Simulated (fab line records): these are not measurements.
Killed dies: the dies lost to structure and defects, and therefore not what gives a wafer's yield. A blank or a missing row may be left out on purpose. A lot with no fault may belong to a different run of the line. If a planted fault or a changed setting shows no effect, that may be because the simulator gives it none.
Chamber matching	flow nand-harc	NHARC_A_STAIRCASE_DESCUM_270 on rie-diel-12: 4 sister chambers
The step chemistry O2, time 3 s. 16 wafers are shown with their chamber, then 8 later ones without.

## WAFERS, EACH WITH ITS CHAMBER
wafer	chamber	showerhead-plenum-p-Torr (Torr)	drypump-motor-current-A (A)	oes-product-au (a.u.)
L076.2	3	1.92	5.9	0.990
L076.4	2	1.98	6.0	1.020
L076.5	0	1.80	5.6	1.010
L076.1	0	1.80	5.6	1.014
L076.3	1	1.79	5.4	0.990
L076.6	3	1.92	5.9	0.992
L079.2	0	1.80	5.6	1.027
L079.3	3	1.92	5.9	0.993
L079.6	0	1.80	5.6	1.006
L082.3	1	1.78	5.4	0.993
L082.5	1	1.78	5.4	0.997
L082.6	2	1.98	6.0	0.977
L084.3	3	1.91	5.9	0.978
L084.5	3	1.91	5.9	0.989
L084.6	2	1.97	5.9	0.979
L088.1	2	1.97	6.0	0.992

SIGNATURES (averages over the wafers above)
reading	chamber 0	chamber 1	chamber 2	chamber 3	scatter within a chamber
showerhead-plenum-p-Torr	1.8000	1.7833	1.9750	1.9160	0.00489
drypump-motor-current-A	5.600	5.400	5.975	5.900	0.025
oes-product-au	1.01425	0.99333	0.99200	0.98840	0.0115
Rule: distance of a wafer from a chamber = root of the sum over the readings of ((wafer's reading minus chamber's mean) / reading's scatter) squared. If the next closest chamber is less than 2 further off than the closest, the wafer can't be placed; otherwise it belongs to the closest. The scatter: take each reading less its chamber's mean, square it, sum over the shown wafers, divide by the number of wafers less the number of chambers, and take the root.

## WAFERS WHOSE CHAMBER IS MISSING
wafer	showerhead-plenum-p-Torr (Torr)	drypump-motor-current-A (A)	oes-product-au (a.u.)
L088.2	1.91	5.9	0.996
L088.3	1.77	5.4	1.013
L094.1	1.96	6.0	0.976
L094.2	1.79	5.6	1.001
L094.5	1.79	5.6	1.008
L096.2	1.79	5.6	1.010
L096.3	1.77	5.5	0.999
L096.5	1.90	5.8	0.990

## WHICH CHAMBER EACH ONE RAN IN
wafer	from the rows above	in truth
L088.2	3	3
L088.3	1	1
L094.1	2	2
L094.2	0	0
L094.5	0	0
L096.2	0	0
L096.3	1	1
L096.5	3	3
Correctly placed: 8 of 8. Not placeable from these rows: 0. 0 placed wrongly.
